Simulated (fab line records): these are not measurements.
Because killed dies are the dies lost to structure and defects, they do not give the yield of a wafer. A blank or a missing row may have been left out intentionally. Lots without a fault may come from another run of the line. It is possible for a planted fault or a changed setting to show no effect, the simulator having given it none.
fab line records + flow nand_harc
[record]
- lots = 13
- wafers = 39
- last_day = 34
route steps=1302 shown A_M0@1168 A_M1@1187 END@1302
lots that met no fault: taken from a fault-free run of the same line
start_h: the number of hours between the record's first day and the start of the first shown wafer of the lot + wait_h: how many hours have passed since the lot's step before this one + " as in the row above + L1.1+2: a row that stands for several wafers + - no value, or no start was given + * or withheld: withheld + < > ~ a bound
route shown NAME@n: names a module that has steps shown in the file, with the first one's number in the route + usual: mean/standard deviation taken from wafers without a fault + same: alike in all rows + chamber/n: place in a boat + sites: readings site by site + _std_site: their standard deviation + _edge_site: outer sites' mean less inner sites' + radius_mm: for every site, how far away it sits from the centre of the wafer + mask NAME#n: copy n + behind: the tool/chamber that last shaped the wafer + hold: why the lot went on hold/how many hours it stayed there/how the hold came to an end + device: the n, p or np transistor that did not switch + end of line: the same wafers' tests at the end of the route + a step with no rows: only its recipe + killed: not the wafer's yield, but the dies lost to structure and defects at the first sort + map: per-die view of a wafer (x killed, . not killed, _ where there is no die)
set.NAME: the setting that was run; set.NAME@STEP: the one run at that earlier step + model.NAME: the simulator's own value behind a step, which no gauge read
the route's steps for a sample of lots (tables are steps, rows are wafers)
services: from which hour (start_h, from the record's first day; less than 0 if before it) a tool's chamber was out of use, for how many hours, and why
[[steps]]
[step NHARC_A_M0_DEP_32]
[recipe]
- target_thk_a = 300
- temp_c = 370
- target_thk_nm = 30
- pressure_torr = 3
- flow_sccm = 200
- rf_w = 450
- material = SiCN
[usual]
- heater_power_outer_w = 285/57
- heater_power_w = 529/85
| lot.wafer | tool     | chamber | start_h | wait_h | heater_power_outer_w | heater_power_w |
|-----------|----------|---------|---------|--------|----------------------|----------------|
| L352.3    | pecvd-01 | 2       | 523.78  | 0.1    | 283                  | 525            |
| L352.1    | "        | 1       | "       | "      | 314                  | 537            |
| L352.4    | "        | 1       | "       | "      | 316                  | 562            |
| L351.3    | pecvd-02 | 0       | 536.22  | 0.1    | 264                  | 540            |
| L351.2    | "        | 1       | "       | "      | 208                  | 422            |
| L351.4    | "        | 1       | "       | "      | 209                  | 430            |
| L355.1    | pecvd-02 | 0       | 566.17  | 0.1    | 226                  | 487            |
| L355.5    | "        | 2       | "       | "      | 221                  | 394            |
| L355.4    | "        | 1       | "       | "      | 231                  | 472            |
| L361.3    | pecvd-01 | 2       | 619.43  | 0.1    | 312                  | 552            |
| L361.6    | "        | 2       | "       | "      | 311                  | 570            |
| L361.4    | "        | 0       | "       | "      | 320                  | 618            |
| L362.3    | pecvd-03 | 0       | 634.47  | 0.1    | 355                  | 605            |
| L362.5    | "        | 2       | "       | "      | 345                  | 595            |
| L362.6    | "        | 0       | "       | "      | 361                  | 616            |
| L363.2    | pecvd-02 | 0       | 654.58  | 0.1    | 275                  | 534            |
| L363.4    | "        | 2       | "       | "      | 202                  | 376            |
| L363.6    | "        | 0       | "       | "      | 268                  | 536            |
| L365.3    | pecvd-01 | 2       | 656.09  | 0.1    | 318                  | 547            |
| L365.2    | "        | 1       | "       | "      | 262                  | 479            |
| L365.5    | "        | 0       | "       | "      | 229                  | 518            |
| L366.3    | pecvd-01 | 1       | 657.76  | 0.1    | 309                  | 550            |
| L366.2    | "        | 0       | "       | "      | 325                  | 624            |
| L366.4    | "        | 2       | "       | "      | 283                  | 507            |
| L368.2    | pecvd-02 | 1       | 671.40  | 0.1    | 176                  | 406            |
| L368.4    | "        | 0       | "       | "      | 259                  | 528            |
| L368.5    | "        | 1       | "       | "      | 180                  | 395            |
| L369.2    | pecvd-01 | 1       | 702.23  | 0.1    | 257                  | 459            |
| L369.5    | "        | 0       | "       | "      | 222                  | 494            |
| L369.4    | "        | 2       | "       | "      | 299                  | 523            |
| L371.1    | pecvd-02 | 0       | 727.37  | 0.1    | 272                  | 522            |
| L371.2    | "        | 1       | "       | "      | 219                  | 463            |
| L371.4    | "        | 2       | "       | "      | 185                  | 348            |
| L373.2    | pecvd-01 | 2       | 731.76  | 0.1    | 286                  | 525            |
| L373.6    | "        | 2       | "       | "      | 286                  | 517            |
| L373.4    | "        | 1       | "       | "      | 260                  | 468            |
| L374.2    | pecvd-03 | 2       | 761.14  | 0.1    | 327                  | 565            |
| L374.6    | "        | 0       | "       | "      | 282                  | 501            |
| L374.4    | "        | 1       | "       | "      | 407                  | 732            |
[step NHARC_A_M1_ETCH_28]
[recipe]
- target_depth_a = 300
- over_etch_frac = 0.3
- time_s = 72.99
- ion_energy_ev = 150
- cf4_flow_sccm = 50
- n2_flow_sccm = 100
- ar_flow_sccm = 150
- rf_w = 300
- bias_w = 100
- chemistry = CF4/N2
[usual]
- drypump_motor_current_A = 5.9/0.54
- oes_product_au = 0.999/0.0076
- rf_vpp_V = 314.8/1.8
- run_length_s = 94.3/0.41
- showerhead_plenum_p_Torr = 2.66/0.095
- throttle_valve_pct = 19.795/0.0084
| lot.wafer | tool        | chamber | start_h | wait_h | drypump_motor_current_A | oes_product_au | rf_hours_counter_h | rf_vpp_V | run_length_s | showerhead_plenum_p_Torr | throttle_valve_pct |
|-----------|-------------|---------|---------|--------|-------------------------|----------------|--------------------|----------|--------------|--------------------------|--------------------|
| L352.4    | rie_diel-10 | 3       | 525.71  | -      | 4.7                     | 1.007          | 6                  | 312.2    | 94.0         | 2.49                     | 19.796             |
| L352.1    | "           | 0       | "       | "      | 6.2                     | 1.004          | 5                  | 316.6    | 93.8         | 2.75                     | 19.799             |
| L352.3    | "           | 1       | "       | "      | 5.9                     | 1.002          | 5                  | 312.4    | 94.3         | 2.59                     | 19.799             |
| L351.4    | rie_diel-06 | 0       | 538.11  | -      | 4.7                     | 0.988          | 3                  | 313.4    | 94.4         | 2.56                     | 19.789             |
| L351.2    | "           | 2       | "       | "      | 5.8                     | 0.993          | 3                  | 314.4    | 94.6         | 2.68                     | 19.798             |
| L351.3    | "           | 3       | "       | "      | 6.1                     | 0.986          | 3                  | 316.3    | 94.0         | 2.72                     | 19.795             |
| L355.4    | rie_diel-06 | 2       | 568.06  | -      | 5.9                     | 0.998          | 5                  | 315.2    | 94.5         | 2.68                     | 19.803             |
| L355.1    | "           | 0       | "       | "      | 4.7                     | 0.992          | 7                  | 314.0    | 94.9         | 2.56                     | 19.793             |
| L355.5    | "           | 2       | "       | "      | 5.8                     | 0.986          | -                  | 317.1    | 94.4         | 2.68                     | 19.797             |
| L361.3    | rie_diel-06 | 2       | 621.42  | -      | 5.8                     | 0.994          | 9                  | 313.8    | 79.2         | 2.68                     | 19.789             |
| L361.6    | "           | 2       | "       | "      | 5.8                     | 0.996          | -                  | 315.1    | 79.1         | 2.68                     | 19.805             |
| L361.4    | "           | 3       | "       | "      | 6.1                     | 1.014          | -                  | 315.3    | 78.3         | 2.72                     | 19.777             |
| L362.3    | rie_diel-10 | 2       | 636.44  | -      | 5.3                     | 1.000          | 2                  | 312.3    | 95.0         | 2.49                     | 19.796             |
| L362.5    | "           | 0       | "       | "      | 6.2                     | 1.001          | -                  | 317.1    | 93.8         | 2.74                     | 19.791             |
| L362.6    | "           | 1       | "       | "      | 5.9                     | 1.004          | -                  | 313.4    | 94.5         | 2.58                     | 19.787             |
| L363.2    | rie_diel-06 | 1       | 656.53  | -      | 6.0                     | 1.002          | 12                 | 315.7    | 77.7         | 2.66                     | 19.797             |
| L363.4    | "           | 2       | "       | "      | 5.8                     | 0.986          | -                  | 315.0    | 78.6         | 2.68                     | 19.809             |
| L363.6    | "           | 1       | "       | "      | 6.1                     | 1.004          | -                  | 313.9    | 77.8         | 2.66                     | 19.798             |
| L365.2    | rie_diel-09 | 1       | 658.14  | -      | 6.4                     | 0.990          | 3                  | 316.2    | 94.1         | 2.78                     | 19.788             |
| L365.3    | "           | 3       | "       | "      | 6.1                     | 0.996          | 3                  | 312.2    | 94.1         | 2.60                     | 19.793             |
| L365.5    | "           | 2       | "       | "      | 6.3                     | 0.989          | -                  | 316.4    | 94.4         | 2.82                     | 19.792             |
| L366.4    | rie_diel-09 | 3       | 659.69  | -      | 6.0                     | 0.991          | 3                  | 314.9    | 93.8         | 2.60                     | 19.779             |
| L366.2    | "           | 0       | "       | "      | 6.5                     | 0.998          | 4                  | 314.6    | 95.1         | 2.63                     | 19.803             |
| L366.3    | "           | 1       | "       | "      | 6.4                     | 0.994          | 3                  | 318.3    | 94.0         | 2.78                     | 19.791             |
| L368.4    | rie_diel-10 | 3       | 673.37  | -      | 4.7                     | 1.001          | 4                  | 311.2    | 94.2         | 2.48                     | 19.826             |
| L368.2    | "           | 1       | "       | "      | 5.9                     | 1.009          | 4                  | 313.5    | 94.3         | 2.58                     | 19.803             |
| L368.5    | "           | 0       | "       | "      | 6.2                     | 1.005          | -                  | 316.3    | 94.0         | 2.74                     | 19.816             |
| L369.4    | rie_diel-10 | 3       | 704.12  | -      | 4.7                     | 1.007          | 6                  | 311.3    | 94.2         | 2.48                     | 19.778             |
| L369.2    | "           | 1       | "       | "      | 5.9                     | 1.002          | 6                  | 313.7    | 94.5         | 2.58                     | 19.801             |
| L369.5    | "           | 3       | "       | "      | 4.7                     | 1.008          | -                  | 313.3    | 94.0         | 2.48                     | 19.799             |
| L371.2    | rie_diel-09 | 2       | 729.51  | -      | 6.3                     | 1.001          | 1                  | 318.2    | 94.7         | 2.82                     | 19.801             |
| L371.1    | "           | 1       | "       | "      | 6.4                     | 1.008          | 1                  | 317.5    | 94.1         | 2.78                     | 19.809             |
| L371.4    | "           | 3       | "       | "      | 6.0                     | 1.004          | -                  | 313.5    | 94.3         | 2.60                     | 19.798             |
| L373.2    | rie_diel-09 | 1       | 734.33  | -      | 6.4                     | 0.999          | 1                  | 317.1    | 93.9         | 2.78                     | 19.800             |
| L373.4    | "           | 1       | "       | "      | 6.4                     | 1.007          | -                  | 315.6    | 94.1         | 2.78                     | 19.788             |
| L373.6    | "           | 3       | "       | "      | 6.1                     | 1.004          | -                  | 314.0    | 94.1         | 2.60                     | 19.790             |
| L374.2    | rie_diel-06 | 2       | 763.21  | -      | 5.8                     | 0.990          | 4                  | 315.4    | 94.6         | 2.67                     | 19.800             |
| L374.4    | "           | 3       | "       | "      | 6.0                     | 0.993          | 4                  | 315.8    | 94.3         | 2.71                     | 19.787             |
| L374.6    | "           | 2       | "       | "      | 5.8                     | 1.000          | -                  | 315.1    | 94.5         | 2.67                     | 19.810             |
[step NHARC_A_M1_DEGAS_29]
[recipe]
- temp_c = 250
- time_s = 60
[usual]
- heater_power_w = 325/32
| lot.wafer | tool           | chamber | start_h | wait_h | heater_power_w |
|-----------|----------------|---------|---------|--------|----------------|
| L352.4    | pvd_sputter-01 | -       | 526.11  | -      | 310            |
| L352.3    | "              | -       | "       | "      | 397            |
| L352.1    | "              | -       | "       | "      | 346            |
| L351.2    | pvd_sputter-03 | -       | 538.51  | -      | 314            |
| L351.3    | "              | -       | "       | "      | 324            |
| L351.4    | "              | -       | "       | "      | 328            |
| L355.1    | pvd_sputter-02 | -       | 568.46  | -      | 305            |
| L355.4    | "              | -       | "       | "      | 331            |
| L355.5    | "              | -       | "       | "      | 372            |
| L361.4    | pvd_sputter-01 | -       | 621.84  | -      | 388            |
| L361.3    | "              | -       | "       | "      | 306            |
| L361.6    | "              | -       | "       | "      | 372            |
| L362.3    | pvd_sputter-02 | -       | 636.84  | -      | 373            |
| L362.6    | "              | -       | "       | "      | 302            |
| L362.5    | "              | -       | "       | "      | 385            |
| L363.2    | pvd_sputter-03 | -       | 656.92  | -      | 333            |
| L363.4    | "              | -       | "       | "      | 307            |
| L363.6    | "              | -       | "       | "      | 327            |
| L365.2    | pvd_sputter-01 | -       | 658.54  | -      | 382            |
| L365.3    | "              | -       | "       | "      | 372            |
| L365.5    | "              | -       | "       | "      | 296            |
| L366.4    | pvd_sputter-03 | -       | 660.09  | -      | 325            |
| L366.2    | "              | -       | "       | "      | 316            |
| L366.3    | "              | -       | "       | "      | 302            |
| L368.2    | pvd_sputter-02 | -       | 673.77  | -      | 343            |
| L368.4    | "              | -       | "       | "      | 252            |
| L368.5    | "              | -       | "       | "      | 342            |
| L369.2    | pvd_sputter-01 | -       | 704.51  | -      | 363            |
| L369.4    | "              | -       | "       | "      | 381            |
| L369.5    | "              | -       | "       | "      | 298            |
| L371.2    | pvd_sputter-02 | -       | 729.92  | -      | 337            |
| L371.1    | "              | -       | "       | "      | 268            |
| L371.4    | "              | -       | "       | "      | 298            |
| L373.2    | pvd_sputter-01 | -       | 734.74  | -      | 311            |
| L373.4    | "              | -       | "       | "      | 365            |
| L373.6    | "              | -       | "       | "      | 302            |
| L374.4    | pvd_sputter-03 | -       | 763.60  | -      | 325            |
| L374.2    | "              | -       | "       | "      | 324            |
| L374.6    | "              | -       | "       | "      | 331            |
[step NHARC_A_M1_ANNEAL_31]
[recipe]
- temp_c = 225
- time_s = 90
[usual]
- wafer_temp_C_max = 226.1/0.4
| lot.wafer | tool          | chamber | start_h | wait_h | wafer_temp_C_max |
|-----------|---------------|---------|---------|--------|------------------|
| L352.1    | rtp_anneal-01 | 0       | 526.84  | 0.3    | 225.9            |
| L352.3    | "             | 0       | "       | "      | 225.9            |
| L352.4    | "             | 0       | "       | "      | 226.0            |
| L351.2    | rtp_anneal-02 | 0       | 539.30  | 0.3    | 226.9            |
| L351.3    | "             | 0       | "       | "      | 226.3            |
| L351.4    | "             | 0       | "       | "      | 226.7            |
| L355.1    | rtp_anneal-01 | 0       | 569.23  | -      | 226.3            |
| L355.4    | "             | 0       | "       | "      | 225.8            |
| L355.5    | "             | 0       | "       | "      | 226.2            |
| L361.3    | rtp_anneal-02 | 0       | 622.66  | -      | 226.5            |
| L361.4    | "             | 0       | "       | "      | 226.3            |
| L361.6    | "             | 0       | "       | "      | 226.6            |
| L362.3    | rtp_anneal-01 | 0       | 637.67  | -      | 225.8            |
| L362.5    | "             | 0       | "       | "      | 226.3            |
| L362.6    | "             | 0       | "       | "      | 226.0            |
| L363.2    | rtp_anneal-01 | 0       | 657.72  | 0.4    | 225.9            |
| L363.4    | "             | 0       | "       | "      | 226.0            |
| L363.6    | "             | 0       | "       | "      | 225.9            |
| L365.2    | rtp_anneal-01 | 0       | 659.32  | -      | 225.8            |
| L365.3    | "             | 0       | "       | "      | 226.1            |
| L365.5    | "             | 0       | "       | "      | 225.9            |
| L366.2    | rtp_anneal-01 | 0       | 660.88  | 0.3    | 225.6            |
| L366.3    | "             | 0       | "       | "      | 225.6            |
| L366.4    | "             | 0       | "       | "      | 225.9            |
| L368.2    | rtp_anneal-01 | 0       | 674.55  | -      | 225.9            |
| L368.4    | "             | 0       | "       | "      | 225.9            |
| L368.5    | "             | 0       | "       | "      | 225.6            |
| L369.2    | rtp_anneal-02 | 0       | 705.33  | 0.3    | 226.6            |
| L369.4    | "             | 0       | "       | "      | 226.0            |
| L369.5    | "             | 0       | "       | "      | 226.4            |
| L371.1    | rtp_anneal-02 | 0       | 730.66  | 0.3    | 226.7            |
| L371.2    | "             | 0       | "       | "      | 227.2            |
| L371.4    | "             | 0       | "       | "      | 226.0            |
| L373.2    | rtp_anneal-01 | 0       | 735.55  | 0.3    | 225.7            |
| L373.4    | "             | 0       | "       | "      | 225.8            |
| L373.6    | "             | 0       | "       | "      | 225.5            |
| L374.2    | rtp_anneal-01 | 0       | 764.51  | -      | 225.7            |
| L374.4    | "             | 0       | "       | "      | 225.7            |
| L374.6    | "             | 0       | "       | "      | 226.0            |
[step NHARC_END_SORT_01]
[recipe]
- temp_c = 25
[usual]
- defect_limited_yield = 91/3.1
- killed_at_array = 56/21
- killed_at_other = 1.2/1.6
- killed_at_periphery = 3.7/2.5
- killed_dies = 61/21
- killed_open = 3.1/1.8
- killed_short = 2.8/1.7
[same]
- gross_dies = 677
| lot.wafer | tool      | chamber | start_h | wait_h | defect_limited_yield[%] | killed_at_array | killed_at_other | killed_at_periphery | killed_dies | killed_open | killed_short |
|-----------|-----------|---------|---------|--------|-------------------------|-----------------|-----------------|---------------------|-------------|-------------|--------------|
| L362.6    | prober-02 | 0       | 675.64  | 3.9    | 93                      | 42              | 0               | 5                   | 47          | 2           | 3            |
| L363.2    | prober-01 | 0       | 691.25  | 2.8    | 92                      | 50              | 0               | 2                   | 52          | 2           | 1            |
| L363.4    | prober-01 | 0       | 692.86  | 3.4    | 93                      | 44              | 0               | 3                   | 47          | 2           | 1            |
| L363.6    | prober-01 | 0       | 694.47  | 4.0    | 94                      | 35              | 0               | 3                   | 38          | 2           | 1            |
| L365.2    | prober-02 | 0       | 698.92  | 2.8    | 90                      | 69              | 0               | 2                   | 71          | 2           | 1            |
| L365.3    | prober-02 | 0       | 699.73  | 3.1    | 87                      | 87              | 2               | 1                   | 90          | 2           | 5            |
| L365.5    | prober-02 | 0       | 701.34  | 3.7    | 87                      | 87              | 1               | 2                   | 90          | 5           | 4            |
| L366.2    | prober-01 | 0       | 699.11  | 2.8    | 90                      | 68              | 0               | 1                   | 69          | 2           | 4            |
| L366.3    | prober-01 | 0       | 699.91  | 3.1    | 90                      | 70              | 0               | 1                   | 71          | 4           | 1            |
| L366.4    | prober-01 | 0       | 700.71  | 3.4    | 89                      | 72              | 0               | 3                   | 75          | 0           | 3            |
// killed by level:class
L362.6 A_CHANNEL_HOLE_D1:chamber_film_flake=29 P_GATE:chamber_film_flake=4 A_WL_FILL:geometric_particle:short=2 A_M0:geometric_particle:open=2 A_STAIRCASE:chamber_film_flake=2 A_CONTACT:chamber_film_flake=2 A_M1:geometric_particle:short=1 P_STI:chamber_film_flake=1
L363.2 A_CHANNEL_HOLE_D2:chamber_film_flake=20 A_CHANNEL_HOLE_D1:chamber_film_flake=13 A_CHANNEL_FILL_D2:chamber_film_flake=5 A_BLC:chamber_film_flake=3 P_BONDPAD:chamber_film_flake=2 A_SLIT:chamber_film_flake=2 A_STAIRCASE:chamber_film_flake=2 A_CONTACT:chamber_film_flake=2
L363.4 A_CHANNEL_HOLE_D2:chamber_film_flake=16 A_CHANNEL_HOLE_D1:chamber_film_flake=7 A_STAIRCASE:chamber_film_flake=4 A_CONTACT:chamber_film_flake=4 A_DECK1_JOINT:chamber_film_flake=3 A_SLIT:chamber_film_flake=3 A_BLC:chamber_film_flake=3 P_BONDPAD:chamber_film_flake=2
L363.6 A_CHANNEL_HOLE_D2:chamber_film_flake=13 A_CHANNEL_HOLE_D1:chamber_film_flake=8 A_BLC:chamber_film_flake=4 P_BONDPAD:chamber_film_flake=3 A_STAIRCASE:chamber_film_flake=2 A_SLIT:chamber_film_flake=2 A_CHANNEL_FILL_D1:geometric_particle:open=1 A_ONON_D2:geometric_particle:open=1
L365.2 A_CHANNEL_HOLE_D1:chamber_film_flake=23 A_SLIT:chamber_film_flake=20 A_CHANNEL_HOLE_D2:chamber_film_flake=12 A_SGD_CUT:chamber_film_flake=6 P_GATE:chamber_film_flake=2 A_STAIRCASE:chamber_film_flake=2 A_DECK1_JOINT:geometric_particle:open=1 A_WL_FILL:geometric_particle:open=1
L366.2 A_SLIT:chamber_film_flake=28 A_CHANNEL_HOLE_D2:chamber_film_flake=19 A_CHANNEL_HOLE_D1:chamber_film_flake=9 A_CONTACT:chamber_film_flake=4 A_WL_FILL:geometric_particle:short=2 A_CHANNEL_FILL_D1:chamber_film_flake=2 P_GATE:geometric_particle:open=1 A_CHANNEL_FILL_D1:geometric_particle:open=1
L365.3 A_CHANNEL_HOLE_D1:chamber_film_flake=29 A_SLIT:chamber_film_flake=22 A_CHANNEL_HOLE_D2:chamber_film_flake=18 A_SGD_CUT:chamber_film_flake=7 A_CONTACT:chamber_film_flake=2 A_CHANNEL_FILL_D1:chamber_film_flake=2 A_CHANNEL_FILL_D2:chamber_film_flake=2 P_CONTACT:geometric_particle:open=1
L366.3 A_CHANNEL_HOLE_D2:chamber_film_flake=27 A_SLIT:chamber_film_flake=24 A_CHANNEL_HOLE_D1:chamber_film_flake=6 A_CHANNEL_FILL_D1:chamber_film_flake=4 A_CHANNEL_FILL_D1:geometric_particle:open=2 A_ZERO_WELL:chamber_film_flake=2 A_CONTACT:chamber_film_flake=2 A_ONON_D1:geometric_particle:open=1
L366.4 A_SLIT:chamber_film_flake=28 A_CHANNEL_HOLE_D2:chamber_film_flake=23 A_CONTACT:chamber_film_flake=7 A_CHANNEL_HOLE_D1:chamber_film_flake=4 A_STAIRCASE:chamber_film_flake=3 P_ZERO_WELL:chamber_film_flake=2 A_CHANNEL_FILL_D1:chamber_film_flake=2 A_DECK1_JOINT:chamber_film_flake=1
L365.5 A_SLIT:chamber_film_flake=27 A_CHANNEL_HOLE_D1:chamber_film_flake=23 A_CHANNEL_HOLE_D2:chamber_film_flake=23 A_CONTACT:chamber_film_flake=3 A_WL_FILL:geometric_particle:open=2 A_STAIRCASE:chamber_film_flake=2 P_GATE:geometric_particle:open=1 A_ONON_D1:geometric_particle:short=1
[[services]]
| tool           | chamber | start_h | hours | kind   |
|----------------|---------|---------|-------|--------|
| rie_diel-06    | -       | 500.69  | 0.4   | repair |
| rie_diel-09    | 3       | 518.08  | 1.9   | repair |
| pvd_sputter-02 | -       | 523.61  | 13.0  | repair |
| pvd_sputter-03 | -       | 526.04  | 10.0  | pm     |
| pvd_sputter-01 | -       | 564.76  | 1.7   | repair |
| pvd_sputter-01 | -       | 582.00  | 10.0  | pm     |
| pvd_sputter-03 | -       | 588.01  | 0.6   | repair |
| rie_diel-10    | -       | 588.33  | 0.5   | repair |
| pecvd-02       | -       | 589.71  | 13.0  | pm     |
| rie_diel-10    | -       | 596.50  | 9.0   | pm     |
| pvd_sputter-03 | -       | 612.78  | 5.1   | repair |
| rie_diel-06    | 0       | 618.48  | 38.4  | repair |
| pvd_sputter-02 | -       | 638.00  | 10.0  | pm     |
| pvd_sputter-01 | -       | 638.63  | 5.7   | repair |
| rie_diel-09    | 1       | 640.92  | 15.7  | repair |
| pvd_sputter-01 | -       | 660.17  | 3.7   | repair |
| rie_diel-06    | -       | 661.20  | 9.0   | pm     |
| pecvd-01       | -       | 673.00  | 13.0  | pm     |
| rie_diel-09    | -       | 674.10  | 9.0   | pm     |
| pvd_sputter-03 | -       | 690.15  | 3.2   | repair |
| rie_diel-06    | 0       | 694.74  | 9.3   | repair |
| rie_diel-06    | 0       | 716.81  | 9.2   | repair |
| rie_diel-06    | 0       | 738.93  | 5.4   | repair |
| pvd_sputter-01 | -       | 760.00  | 10.0  | pm     |
[[key]]
[first_sign]
- step = NHARC_A_M1_ETCH_28
- reading = run_length_s
- direction = down
- sigmas = 39
- usual = *
- struck = *
effect none on later readings
met_at NHARC_A_M1_ETCH_28
struck_lots L361,L363
not_acting_at NHARC_A_M0_DEP_32,NHARC_A_M1_DEGAS_29,NHARC_A_M1_ANNEAL_31
onset_between 568.06 621.42
[fault]
- kind = process_parameter_drift
- tool = rie_diel-06
- chamber = -
- onset_h = 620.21
- steps = NHARC_A_M1_ETCH_28
- channel = time_s
- offset = *
- shape = step
- end_h = 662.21
- acts_in = *
- stated = *
